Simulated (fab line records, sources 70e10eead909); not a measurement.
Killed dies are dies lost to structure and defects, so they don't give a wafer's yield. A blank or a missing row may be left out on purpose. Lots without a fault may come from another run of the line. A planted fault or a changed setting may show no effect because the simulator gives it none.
fab line records | flow nand_harc
record lots=7 wafers=19 last_day=33
route steps=1302 shown A_CHANNEL_HOLE_D1@456 END@1302
lots that met no fault: from a run of the same line without faults
start_h: hours from the record's first day to the start of the lot's first wafer shown | wait_h: hours since the lot's step before | " the same as in the row above | L1.1+2: a row that stands for several wafers | - no value, or no start given | * or withheld: withheld | < > ~ a bound
route shown NAME@n: a module of which the file shows steps, and the number in the route of the first | usual: mean/standard deviation of fault-free wafers | same: alike in all rows | chamber/n: place in a boat | sites: the reading at each site | _std_site: their standard deviation | _edge_site: outer sites' mean less inner sites' | radius_mm: how far each site lies from the wafer's centre | mask NAME#n: copy n | behind: the tool/chamber that last shaped the wafer | hold: why the lot was held/for how many hours/how that ended | device: the transistor (n, p or np) that didn't switch | end of line: the same wafers' tests at the end of the route | a step without rows: its recipe alone | killed: dies lost to structure and defects at the first sort, not the wafer's yield | map: a wafer's dies, x killed, . not, _ none there
set.NAME: the setting as run; set.NAME@STEP: as run at that earlier step | model.NAME: the simulator's own value behind a step, which no gauge read
lots at some steps of the route; a table a step, a row a wafer
services: from which hour (start_h, from the record's first day; less than 0 if before it) a tool's chamber was out of use, for how many hours, and why
## steps
# step NHARC_A_CHANNEL_HOLE_D1_COAT_04
# recipe spin_rpm=1500 resist_thk_nm=90
# step NHARC_A_CHANNEL_HOLE_D1_SOFTBAKE_05
# recipe temp_c=105 time_s=55
# step NHARC_A_CHANNEL_HOLE_D1_EBR_06
# step NHARC_A_CHANNEL_HOLE_D1_EXPOSE_07
# recipe na=1.35 target_cd_nm=100 sigma_outer=0.3 dose_mj=59.65 mask_id=HOLE_D1
# step NHARC_A_CHANNEL_HOLE_D1_PEB_08
# recipe peb_temp_c=100 peb_time_s=65
# step NHARC_A_CHANNEL_HOLE_D1_DEVELOP_09
# recipe develop_time_s=35 dev_temp_c=23
# step NHARC_A_CHANNEL_HOLE_D1_CD_MEAS_10
# recipe target_cd_nm=100 landing_energy_ev=500
# usual cd_nm=100.0/0.58
# columns lot.wafer tool chamber start_h wait_h cd_nm
L450.2 cd_sem-01 0 252.53 - 100.8
L450.3 " 0 " " 99.4
L453.3 cd_sem-01 0 284.59 - 100.1
L453.4 " 0 " " 100.2
L454.1 cd_sem-02 0 285.02 - 99.7
L454.2 " 0 " " 100.0
L454.5 " 0 " " 99.5
L457.1 cd_sem-01 0 328.44 - 100.3
L457.3 " 0 " " 100.2
L457.6 " 0 " " 99.7
L462.3 cd_sem-03 0 372.15 - 100.1
L462.5 " 0 " " 99.7
L462.6 " 0 " " 99.9
L464.1 cd_sem-03 0 392.55 - 99.5
L464.2 " 0 " " 100.3
L464.4 " 0 " " 100.1
L466.1 cd_sem-03 0 415.41 - 99.4
L466.2 " 0 " " 99.1
L466.4 " 0 " " 99.1
# step NHARC_A_CHANNEL_HOLE_D1_OVL_MEAS_11
# usual overlay_x_nm=0.1/0.9 overlay_y_nm=-0.2/0.69
# columns lot.wafer tool chamber start_h wait_h overlay_x_nm overlay_y_nm
L450.2 overlay-02 - 252.61 - 0.5 0.3
L450.3 " - " " 0.8 0.1
L453.3 overlay-02 - 284.67 - 0.4 -0.9
L453.4 " - " " 0.7 -1.0
L454.1 overlay-02 - 285.11 - 0.2 -0.3
L454.2 " - " " 0.7 -0.9
L454.5 " - " " 0.2 -1.0
L457.1 overlay-02 - 328.53 - -1.3 0.6
L457.3 " - " " -1.2 1.1
L457.6 " - " " -1.8 0.4
L462.3 overlay-02 - 372.23 - -1.4 -0.5
L462.5 " - " " -1.9 -0.3
L462.6 " - " " -1.6 -0.2
L464.1 overlay-01 - 392.64 - -0.9 0.0
L464.2 " - " " -1.5 -0.4
L464.4 " - " " -1.6 -0.6
L466.1 overlay-01 - 415.50 - 0.1 -0.8
L466.2 " - " " 0.0 -0.7
L466.4 " - " " -0.2 -1.0
# step NHARC_A_CHANNEL_HOLE_D1_INSPECT_12
# usual raw_defect_count=6/3.1
# columns lot.wafer tool chamber start_h wait_h raw_defect_count
L450.2 defect_inspect-01 - 252.65 0.0 7
L450.3 " - " " 4
L453.3 defect_inspect-01 - 284.71 0.0 8
L453.4 " - " " 3
L454.1 defect_inspect-02 - 285.15 0.0 4
L454.2 " - " " 6
L454.5 " - " " 7
L457.1 defect_inspect-01 - 328.57 0.0 7
L457.3 " - " " 2
L457.6 " - " " 5
L462.3 defect_inspect-02 - 372.27 0.0 6
L462.5 " - " " 3
L462.6 " - " " 8
L464.1 defect_inspect-01 - 392.68 0.0 10
L464.2 " - " " 6
L464.4 " - " " 6
L466.1 defect_inspect-01 - 415.54 0.0 2
L466.2 " - " " 2
L466.4 " - " " 5
# step NHARC_A_CHANNEL_HOLE_D1_DESCUM_15
# recipe time_s=3 o2_flow_sccm=200 ar_flow_sccm=0 bias_power_w=0 chemistry=O2
# usual drypump_motor_current_A=5.6/0.45 oes_product_au=0.995/0.012 rf_vpp_V=57.8/0.85 showerhead_plenum_p_Torr=1.90/0.068 throttle_valve_pct=11.311/0.0087
# columns lot.wafer tool chamber start_h wait_h drypump_motor_current_A oes_product_au rf_hours_counter_h rf_vpp_V showerhead_plenum_p_Torr throttle_valve_pct
L450.2 rie_diel-09 3 252.73 0.1 6.6 0.990 31 59.3 1.93 11.315
L450.3 " 0 " " 5.7 0.979 29 57.4 1.90 11.309
L453.3 rie_diel-09 0 284.77 0.1 5.7 0.989 39 57.4 1.89 11.319
L453.4 " 2 " " 5.5 1.001 47 56.3 1.97 11.317
L454.1 rie_diel-09 2 285.26 0.1 5.5 0.995 47 58.7 1.97 11.314
L454.2 " 3 " " 6.6 0.993 45 57.4 1.93 11.295
L454.5 " 1 " " 5.7 0.985 - 58.6 1.91 11.309
L457.3 rie_diel-03 1 328.63 0.1 6.2 1.018 12 56.9 1.90 11.309
L457.1 " 3 " " 5.6 1.007 12 58.0 2.07 11.325
L457.6 " 2 " " 4.8 1.009 - 59.1 1.88 11.291
L462.3 rie_diel-13 3 372.35 0.1 6.0 0.991 1 56.1 1.81 11.307
L462.5 " 0 " " 5.6 1.000 - 57.6 1.90 11.293
L462.6 " 1 " " 4.7 0.995 - 58.0 1.98 11.306
L464.1 rie_diel-13 2 392.74 0.1 5.6 1.009 3 56.8 1.82 11.314
L464.2 " 0 " " 5.6 0.995 3 57.9 1.90 11.302
L464.4 " 1 " " 4.8 0.987 3 57.1 1.98 11.313
L466.4 rie_diel-09 1 415.62 0.1 5.7 0.992 30 58.1 1.89 11.309
L466.2 " 3 " " 6.6 0.998 34 57.2 1.91 11.312
L466.1 " 0 " " 5.7 0.983 29 58.2 1.88 11.323
# step NHARC_A_CHANNEL_HOLE_D1_ETCH_38
# recipe target_depth_a=390 over_etch_frac=0.3 time_s=65 ion_energy_ev=80 cf4_flow_sccm=150 ar_flow_sccm=0 rf_w=300 bias_w=100 chemistry=CF4
# usual drypump_motor_current_A=5.6/0.47 oes_product_au=0.996/0.011 rf_vpp_V=151.1/1.2 run_length_s=86.4/0.5 showerhead_plenum_p_Torr=1.76/0.059 throttle_valve_pct=13.284/0.008
# columns lot.wafer tool chamber start_h wait_h drypump_motor_current_A oes_product_au rf_hours_counter_h rf_vpp_V run_length_s showerhead_plenum_p_Torr throttle_valve_pct
L450.3 rie_diel-09 0 252.80 0.1 5.7 0.971 29 149.5 86.9 1.75 13.302
L450.2 " 2 " " 5.4 0.990 32 152.8 86.1 1.82 13.284
L453.4 rie_diel-09 0 284.85 0.1 5.8 1.000 39 151.2 86.5 1.75 13.296
L453.3 " 3 " " 6.6 0.997 45 151.5 86.7 1.78 13.281
L454.2 rie_diel-09 0 285.64 0.4 5.8 0.985 39 150.0 86.3 1.75 13.276
L454.1 " 3 " " 6.6 1.000 46 152.9 86.8 1.78 13.292
L454.5 " 1 " " 5.7 0.976 - 151.1 86.7 1.77 13.283
L457.3 rie_diel-03 3 328.73 0.1 5.6 1.020 12 152.4 86.3 1.90 13.290
L457.1 " 1 " " 6.2 1.020 12 151.1 86.9 1.75 13.275
L457.6 " 2 " " 4.8 0.996 - 151.4 86.8 1.74 13.287
L462.3 rie_diel-13 1 372.41 0.1 4.7 1.002 1 151.7 85.7 1.83 13.280
L462.6 " 1 " " 4.7 0.982 - 151.4 85.8 1.83 13.282
L462.5 " 2 " " 5.6 0.999 - 150.3 86.1 1.69 13.282
L464.4 rie_diel-13 0 392.97 0.2 5.6 0.995 3 150.7 85.8 1.76 13.284
L464.1 " 2 " " 5.6 0.994 3 150.1 86.3 1.69 13.307
L464.2 " 3 " " 5.9 0.996 3 150.8 86.8 1.68 13.282
L466.2 rie_diel-09 0 415.94 0.3 5.8 0.975 30 151.2 86.4 1.74 13.287
L466.4 " 1 " " 5.7 0.988 30 150.8 87.4 1.75 13.270
L466.1 " 3 " " 6.6 0.998 34 151.9 87.1 1.77 13.281
# step NHARC_A_CHANNEL_HOLE_D1_ETCH_39
# recipe target_depth_a=2600 over_etch_frac=0.3 time_s=325 ion_energy_ev=200 n2_flow_sccm=150 h2_flow_sccm=150 ar_flow_sccm=0 rf_w=400 bias_w=150 chemistry=N2/H2
# usual drypump_motor_current_A=5.6/0.48 oes_product_au=0.994/0.011 rf_vpp_V=430.3/2.3 run_length_s=346.4/0.52 showerhead_plenum_p_Torr=2.03/0.074 throttle_valve_pct=14.172/0.0088
# columns lot.wafer tool chamber start_h wait_h drypump_motor_current_A oes_product_au rf_hours_counter_h rf_vpp_V run_length_s showerhead_plenum_p_Torr throttle_valve_pct
L450.2 rie_diel-09 3 - - 6.6 0.991 31 431.8 346.8 2.06 14.164
L450.3 " 1 " " 5.7 0.973 28 431.0 346.7 2.04 14.168
L453.4 rie_diel-09 3 - - 6.6 0.988 45 430.8 347.5 2.06 14.168
L453.3 " 0 " " 5.8 0.989 39 428.1 346.3 2.02 14.167
L454.1 rie_diel-09 1 - - 5.7 0.989 40 430.9 347.3 2.04 14.199
L454.2 " 2 " " 5.5 0.989 48 432.7 346.3 2.11 14.176
L454.5 " 1 " " 5.7 0.990 - 430.1 347.3 2.04 14.168
L457.1 rie_diel-03 2 - - 4.8 1.005 12 428.3 346.3 2.00 14.184
L457.3 " 1 " " 6.1 1.017 12 429.4 347.0 2.02 14.182
L457.6 " 2 " " 4.8 1.009 - 429.9 346.2 2.00 14.170
L462.3 rie_diel-13 1 - - 4.8 0.993 1 431.5 345.5 2.12 14.167
L462.5 " 2 " " 5.6 0.998 - 427.6 346.4 1.94 14.191
L462.6 " 3 " " 5.9 0.985 - 427.1 346.9 1.93 14.191
L464.4 rie_diel-13 0 - - 5.6 1.003 3 432.2 345.8 2.03 14.183
L464.2 " 1 " " 4.8 0.983 3 432.2 346.4 2.12 14.165
L464.1 " 3 " " 5.9 0.980 3 427.0 347.0 1.93 14.160
L466.4 rie_diel-09 2 - - 5.5 0.995 35 431.2 346.1 2.09 14.154
L466.1 " 3 " " 6.6 1.002 34 430.8 346.9 2.04 14.187
L466.2 " 0 " " 5.8 0.983 30 430.1 346.8 2.00 14.182
# step NHARC_A_CHANNEL_HOLE_D1_ETCH_34
# recipe target_depth_a=1540 time_s=77 cf4_flow_sccm=100 chf3_flow_sccm=30 ar_flow_sccm=0 rf_w=500 bias_w=200 chemistry=CF4/CHF3
# usual drypump_motor_current_A=5.6/0.46 oes_product_au=0.948/0.022 rf_vpp_V=370.4/1.9 run_length_s=98.4/0.54 showerhead_plenum_p_Torr=1.57/0.054 throttle_valve_pct=16.802/0.0091
# columns lot.wafer tool chamber start_h wait_h drypump_motor_current_A oes_product_au rf_hours_counter_h rf_vpp_V run_length_s showerhead_plenum_p_Torr throttle_valve_pct
L450.2 rie_diel-09 2 253.15 - 5.5 0.912 32 371.2 91.5 1.62 16.797
L450.3 " 3 " " 6.6 0.926 31 370.5 91.8 1.59 16.807
L453.4 rie_diel-09 3 285.20 - 6.6 0.972 45 370.8 98.8 1.59 16.804
L453.3 " 0 " " 5.8 0.946 39 370.8 91.5 1.56 16.791
L454.1 rie_diel-09 2 285.98 - 5.5 0.947 48 372.5 99.0 1.62 16.803
L454.2 " 1 " " 5.7 0.932 40 369.9 91.6 1.57 16.818
L454.5 " 2 " " 5.4 0.951 - 370.9 98.4 1.62 16.803
L457.1 rie_diel-03 3 329.15 - 5.7 0.954 13 374.5 97.9 1.70 16.796
L457.3 " 1 " " 6.1 0.959 12 370.0 99.2 1.56 16.805
L457.6 " 2 " " 4.8 0.944 - 370.6 98.6 1.55 16.798
L462.3 rie_diel-13 3 372.79 - 5.9 0.967 1 368.2 98.8 1.49 16.779
L462.5 " 2 " " 5.6 0.982 - 368.8 97.8 1.50 16.782
L462.6 " 3 " " 5.9 0.965 - 369.2 99.2 1.49 16.815
L464.1 rie_diel-13 3 393.37 - 5.9 0.946 3 367.6 98.8 1.49 16.792
L464.4 " 0 " " 5.6 0.957 4 370.0 97.6 1.57 16.794
L464.2 " 2 " " 5.6 0.946 3 367.9 98.1 1.50 16.806
L466.2 rie_diel-09 1 416.33 - 5.7 0.943 31 370.2 98.6 1.56 16.796
L466.1 " 2 " " 5.4 0.929 35 372.1 98.3 1.61 16.785
L466.4 " 0 " " 5.7 0.945 30 368.7 98.8 1.55 16.807
# step NHARC_A_CHANNEL_HOLE_D1_ETCH_16
# recipe target_depth_a=31000 over_etch_frac=0.3 time_s=806 ion_energy_ev=150 o2_flow_sccm=400 cos_flow_sccm=20 ar_flow_sccm=0 rf_w=500 bias_w=300 chemistry=O2/COS
# usual drypump_motor_current_A=5.6/0.49 oes_product_au=0.996/0.0091 rf_vpp_V=314.1/1.7 run_length_s=827.4/0.53 showerhead_plenum_p_Torr=3.12/0.11 throttle_valve_pct=28.330/0.0093
# columns lot.wafer tool chamber start_h wait_h drypump_motor_current_A oes_product_au rf_hours_counter_h rf_vpp_V run_length_s showerhead_plenum_p_Torr throttle_valve_pct
L450.3 rie_diel-09 3 - - 6.6 0.991 31 315.8 828.2 3.15 28.342
L450.2 " 0 " " 5.7 0.979 29 313.8 828.2 3.10 28.345
L453.3 rie_diel-09 2 - - 5.5 0.988 47 316.7 827.4 3.21 28.340
L453.4 " 1 " " 5.7 0.987 40 315.0 827.7 3.12 28.320
L454.1 rie_diel-09 2 - - 5.5 0.986 48 315.5 827.4 3.21 28.326
L454.2 " 3 " " 6.6 1.005 46 312.3 827.8 3.15 28.317
L454.5 " 1 " " 5.7 0.995 - 311.7 827.8 3.12 28.328
L457.1 rie_diel-03 2 - - 4.8 1.012 13 313.3 827.2 3.07 28.321
L457.3 " 3 " " 5.7 1.006 13 317.0 827.0 3.37 28.330
L457.6 " 1 " " 6.1 1.009 - 314.5 828.6 3.09 28.342
L462.3 rie_diel-13 0 - - 5.6 1.006 1 314.8 826.8 3.11 28.322
L462.6 " 0 " " 5.6 0.995 - 313.9 827.2 3.11 28.331
L462.5 " 1 " " 4.7 0.991 - 316.1 826.5 3.23 28.346
L464.4 rie_diel-13 2 - - 5.6 0.997 3 313.1 826.8 2.98 28.318
L464.1 " 3 " " 5.9 0.987 3 311.4 828.0 2.96 28.324
L464.2 " 0 " " 5.6 1.004 4 313.7 827.1 3.11 28.344
L466.4 rie_diel-09 2 - - 5.5 0.979 35 317.2 827.2 3.19 28.322
L466.1 " 0 " " 5.7 0.983 30 312.8 828.0 3.07 28.336
L466.2 " 1 " " 5.7 0.986 31 313.9 828.3 3.09 28.317
# step NHARC_END_SORT_01
# recipe temp_c=25
# usual killed_at_array=49/18 killed_at_other=0.7/1.1 killed_at_periphery=4.0/2.6 killed_dies=54/19 killed_open=3.4/1.7 killed_short=2.5/1.7
# same gross_dies=677
# columns lot.wafer tool chamber start_h wait_h killed_at_array killed_at_other killed_at_periphery killed_dies killed_open killed_short
L450.2 prober-02 0 631.47 2.8 163 0 2 165 4 4
L450.3 prober-02 0 632.28 3.1 136 0 4 140 6 3
L454.1 prober-01 0 658.65 2.5 65 0 1 66 2 3
L454.2 prober-01 0 659.46 2.8 100 0 3 103 4 6
L454.5 prober-01 0 661.86 3.7 73 0 2 75 2 1
L453.3 prober-02 0 660.26 3.0 101 0 2 103 1 6
L453.4 prober-02 0 661.03 3.3 24 2 2 28 6 4
L457.1 prober-01 0 692.48 2.5 63 0 8 71 3 3
L457.3 prober-01 0 694.08 3.1 80 0 6 86 6 4
L457.6 prober-01 0 696.49 4.0 46 1 6 53 4 4
L462.3 prober-01 0 745.30 3.1 23 0 4 27 3 1
L462.5 prober-01 0 746.91 3.7 17 1 2 20 3 0
L462.6 prober-01 0 747.72 4.0 22 0 1 23 2 4
L464.1 prober-02 0 770.69 2.5 49 0 5 54 3 4
L464.2 prober-02 0 771.51 2.8 51 4 1 56 0 1
L464.4 prober-02 0 773.13 3.4 50 1 1 52 3 2
L466.1 prober-01 0 790.54 2.6 28 0 9 37 3 5
L466.2 prober-01 0 791.35 2.9 22 0 1 23 4 2
L466.4 prober-01 0 792.97 3.5 25 0 4 29 6 2
# killed by level:class
L450.2 A_CHANNEL_HOLE_D1:area_etch=85 A_CHANNEL_HOLE_D2:chamber_film_flake=28 A_CHANNEL_HOLE_D1:chamber_film_flake=22 A_SLIT:chamber_film_flake=19 A_CONTACT:chamber_film_flake=2 P_CONTACT:geometric_particle:open=1 P_M0:geometric_particle:open=1 A_ONON_D1:geometric_particle:short=1
L450.3 A_CHANNEL_HOLE_D1:area_etch=70 A_CHANNEL_HOLE_D1:chamber_film_flake=26 A_SLIT:chamber_film_flake=15 A_CHANNEL_HOLE_D2:chamber_film_flake=12 A_STAIRCASE:chamber_film_flake=4 P_CONTACT:geometric_particle:open=2 A_CHANNEL_FILL_D2:chamber_film_flake=2 P_STI:geometric_particle:short=1
L454.1 A_SLIT:chamber_film_flake=28 A_CHANNEL_HOLE_D1:chamber_film_flake=10 A_CHANNEL_HOLE_D2:chamber_film_flake=7 A_STAIRCASE:chamber_film_flake=5 A_M0:chamber_film_flake=3 A_ZERO_WELL:chamber_film_flake=2 A_CHANNEL_FILL_D1:chamber_film_flake=2 A_CHANNEL_FILL_D2:chamber_film_flake=2
L454.2 A_CHANNEL_HOLE_D1:area_etch=26 A_CHANNEL_HOLE_D1:chamber_film_flake=25 A_SLIT:chamber_film_flake=21 A_CHANNEL_HOLE_D2:chamber_film_flake=9 A_CHANNEL_FILL_D2:chamber_film_flake=3 A_STAIRCASE:chamber_film_flake=3 A_CONTACT:chamber_film_flake=3 P_CONTACT:geometric_particle:open=1
L453.3 A_CHANNEL_HOLE_D1:area_etch=71 A_CHANNEL_HOLE_D1:chamber_film_flake=12 A_STAIRCASE:chamber_film_flake=4 A_CONTACT:chamber_film_flake=4 A_CHANNEL_HOLE_D2:unspecified=2 P_STI:geometric_particle:short=1 P_GATE:geometric_particle:short=1 A_CHANNEL_FILL_D1:geometric_particle:short=1
L453.4 A_CHANNEL_HOLE_D1:chamber_film_flake=8 A_STAIRCASE:chamber_film_flake=4 A_DECK1_JOINT:geometric_particle:short=3 A_CHANNEL_HOLE_D2:unspecified=2 A_CONTACT:chamber_film_flake=2 P_M0:geometric_particle:open=1 P_M1:geometric_particle:open=1 A_DECK1_JOINT:geometric_particle:open=1
L454.5 A_CHANNEL_HOLE_D1:chamber_film_flake=28 A_SLIT:chamber_film_flake=20 A_CHANNEL_HOLE_D2:chamber_film_flake=11 A_STAIRCASE:chamber_film_flake=4 A_ZERO_WELL:chamber_film_flake=3 A_M0:chamber_film_flake=2 P_GATE:geometric_particle:open=1 A_ONON_D2:geometric_particle:short=1
L457.1 A_CHANNEL_HOLE_D1:chamber_film_flake=30 A_CHANNEL_HOLE_D2:chamber_film_flake=22 P_GATE:chamber_film_flake=3 A_STAIRCASE:chamber_film_flake=3 P_ZERO_WELL:chamber_film_flake=2 A_SLIT:chamber_film_flake=2 A_CONTACT:chamber_film_flake=2 P_CONTACT:geometric_particle:short=1
L457.3 A_CHANNEL_HOLE_D1:chamber_film_flake=35 A_CHANNEL_HOLE_D2:chamber_film_flake=23 A_CONTACT:chamber_film_flake=6 P_GATE:chamber_film_flake=3 A_SLIT:chamber_film_flake=3 A_STAIRCASE:chamber_film_flake=3 A_WL_FILL:geometric_particle:open=2 A_WL_FILL:geometric_particle:short=2
L457.6 A_CHANNEL_HOLE_D1:chamber_film_flake=17 A_CHANNEL_HOLE_D2:chamber_film_flake=13 A_CONTACT:chamber_film_flake=5 P_GATE:chamber_film_flake=4 A_STAIRCASE:chamber_film_flake=3 A_ONON_D1:geometric_particle:open=1 A_CHANNEL_HOLE_D1:geometric_particle:open=1 A_CHANNEL_FILL_D1:geometric_particle:short=1
L462.3 A_CHANNEL_HOLE_D1:chamber_film_flake=9 A_STAIRCASE:chamber_film_flake=4 A_SLIT:chamber_film_flake=3 A_WL_FILL:chamber_film_flake=3 A_ONON_D1:geometric_particle:open=2 P_BONDPAD:chamber_film_flake=2 P_M0:geometric_particle:open=1 P_M0:geometric_particle:short=1
L462.5 A_CHANNEL_HOLE_D1:chamber_film_flake=9 A_STAIRCASE:chamber_film_flake=2 A_CONTACT:chamber_film_flake=2 P_M0:geometric_particle:open=1 A_SOURCE_PLATE:geometric_particle:open=1 A_M1:geometric_particle:open=1 P_BONDPAD:chamber_film_flake=1 A_SLIT:chamber_film_flake=1
L462.6 A_CHANNEL_HOLE_D1:chamber_film_flake=11 A_CHANNEL_FILL_D1:geometric_particle:open=2 A_SLIT:chamber_film_flake=2 P_M2:geometric_particle:short=1 A_DECK1_JOINT:geometric_particle:short=1 A_STAIRCASE:geometric_particle:short=1 A_WL_FILL:geometric_particle:short=1 A_CHANNEL_HOLE_D2:chamber_film_flake=1
L464.1 A_CHANNEL_HOLE_D2:chamber_film_flake=21 A_SLIT:chamber_film_flake=8 A_CHANNEL_HOLE_D1:chamber_film_flake=7 A_CONTACT:chamber_film_flake=7 A_WL_FILL:chamber_film_flake=2 P_STI:geometric_particle:short=1 P_GATE:geometric_particle:short=1 P_M0:geometric_particle:open=1
L464.2 A_CHANNEL_HOLE_D2:chamber_film_flake=24 A_CHANNEL_HOLE_D1:chamber_film_flake=15 A_CONTACT:chamber_film_flake=6 THIN_TSV:chamber_film_flake=4 A_SLIT:chamber_film_flake=3 A_CHANNEL_FILL_D1:geometric_particle:short=1 P_ZERO_WELL:chamber_film_flake=1 A_DECK1_JOINT:chamber_film_flake=1
L464.4 A_CHANNEL_HOLE_D2:chamber_film_flake=24 A_CHANNEL_HOLE_D1:chamber_film_flake=11 A_CONTACT:chamber_film_flake=7 A_CHANNEL_FILL_D1:geometric_particle:short=2 A_STAIRCASE:chamber_film_flake=2 A_SLIT:chamber_film_flake=2 P_M0:geometric_particle:open=1 A_CHANNEL_FILL_D1:geometric_particle:open=1
L466.1 A_CONTACT:chamber_film_flake=12 A_SLIT:chamber_film_flake=7 P_BONDPAD:chamber_film_flake=3 P_M0:geometric_particle:short=2 A_DECK1_JOINT:geometric_particle:short=2 P_M0:geometric_particle:open=1 A_DECK1_JOINT:geometric_particle:open=1 A_SGD_CUT:geometric_particle:short=1
L466.2 A_CONTACT:chamber_film_flake=7 A_DECK1_JOINT:chamber_film_flake=3 A_SLIT:chamber_film_flake=3 A_CHANNEL_HOLE_D1:chamber_film_flake=2 A_DECK1_JOINT:geometric_particle:open=1 A_ONON_D2:geometric_particle:open=1 A_ONON_D2:geometric_particle:short=1 A_CHANNEL_FILL_D2:geometric_particle:open=1
L466.4 A_SLIT:chamber_film_flake=8 A_CONTACT:chamber_film_flake=6 A_STAIRCASE:chamber_film_flake=3 A_DECK1_JOINT:geometric_particle:open=2 P_CONTACT:geometric_particle:short=1 A_SOURCE_PLATE:geometric_particle:open=1 A_CHANNEL_FILL_D1:geometric_particle:short=1 A_CHANNEL_FILL_D1:geometric_particle:open=1
# map L450.2 (x killed, . not)
____________.____________
_________......._________
_______.xx....xx.x_______
______.x.........xx______
_____xx.xx.....x...x_____
____x..............xx____
____...............x.____
___x.x..x...........xx___
___xx................x___
__xxxx.x..............x__
__xxxxxx.............xx__
_xxxxxxx.............x.x_
_xxxxxx................x_
_xxxxxxx................_
_x.xxxx...............xx_
_xxxxxx................._
...xxx................xxx
.x.xx..x.x............x.x
.x....................x.x
xx....................xxx
..............x.....xxxxx
_..................xx.xx_
_..................xx.xx_
_x.................x.xxx_
_.x.................xxxx_
_x................x.x.xx_
__..................xxx__
__............x.....xxx__
___................xxx___
___x.................x___
____.x..............x____
____x.x....x..x...xx.____
_____.x....x.x....xx_____
______x..........xx______
_______.x..x.x.xxx_______
_________xxx.xx._________
____________.____________
# map L453.3 (x killed, . not)
____________.____________
_________...x..._________
_______..........._______
______......x.x....______
_____.x..........x.._____
____...............x.____
____......x..........____
___..........x....x...___
___...x.....x.........___
__..x........x.........__
__......xx.......x.....__
_..............x........_
_.x.........x....x......_
_....xx...xxx.....x..x.._
_.......x..xx.x.....x..._
_.....xx......x........._
......x.xx.x.x.x..x......
..........x..x..x........
.....xx......x...xx......
.....x....xx.x.x.........
...........x...x....x....
_...x..x.xx............._
_.....x....x........x..._
_.....xx.x.x........x.xx_
_..xx..xx.x.........x..._
_.x.x.x.x.xx.x.....xx..._
__...x..x..............__
__.x...x.x....x......x.__
___x.x..x..x..........___
___...................___
____.x.......x.......____
____......x..........____
_____............x.._____
______.............______
_______........x.._______
_________......._________
____________.____________
## services
# columns tool chamber start_h hours kind
rie_diel-09 - 239.67 0.2 repair
rie_diel-09 0 251.57 - clean
rie_diel-09 1 251.57 - clean
rie_diel-09 2 251.57 - clean
rie_diel-09 3 251.57 - clean
rie_diel-09 0 276.99 - clean
rie_diel-09 1 276.99 - clean
rie_diel-09 2 276.99 - clean
rie_diel-09 3 276.99 - clean
rie_diel-03 - 281.56 9.0 pm
rie_diel-13 - 284.48 3.6 repair
rie_diel-03 0 294.78 38.2 repair
rie_diel-03 3 303.46 1.5 repair
rie_diel-09 0 303.47 - clean
rie_diel-09 1 303.47 - clean
rie_diel-09 2 303.47 - clean
rie_diel-09 3 303.47 - clean
rie_diel-09 0 317.77 5.8 repair
rie_diel-09 - 322.47 9.0 pm
rie_diel-09 1 322.47 9.0 vent_cycle
rie_diel-09 2 322.47 9.0 vent_cycle
rie_diel-13 2 337.79 12.6 repair
rie_diel-13 - 342.00 9.0 pm
rie_diel-13 3 355.59 5.7 repair
## key
first_sign step=NHARC_A_CHANNEL_HOLE_D1_ETCH_34 reading=run_length_s direction=down sigmas=13 usual=* struck=*
effect step=NHARC_END_SORT_01 reading=killed_at_array direction=up sigmas=4.1 usual=49 struck=125
more_kills_born_at NHARC_A_CHANNEL_HOLE_D1_ETCH_34@rie_diel-09=252
met_at NHARC_A_CHANNEL_HOLE_D1_ETCH_34
struck_wafers L450.2,L450.3,L453.3,L454.2
tester_left_out L450,L453,L454
fault kind=process_parameter_drift tool=rie_diel-09 chamber=- onset_h=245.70 steps=NHARC_A_CHANNEL_HOLE_D1_ETCH_34 channel=time_s offset=* shape=step end_h=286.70 scope=struck_wafers_only acts_in=* stated=*
# tester_left_out: of these lots the tester's yield and bins aren't shown, on N5 and GAA mostly nor the transistor test; their killed dies are dies lost to structure and defects alone, not to doping, threshold or leakage, so they don't give the yield
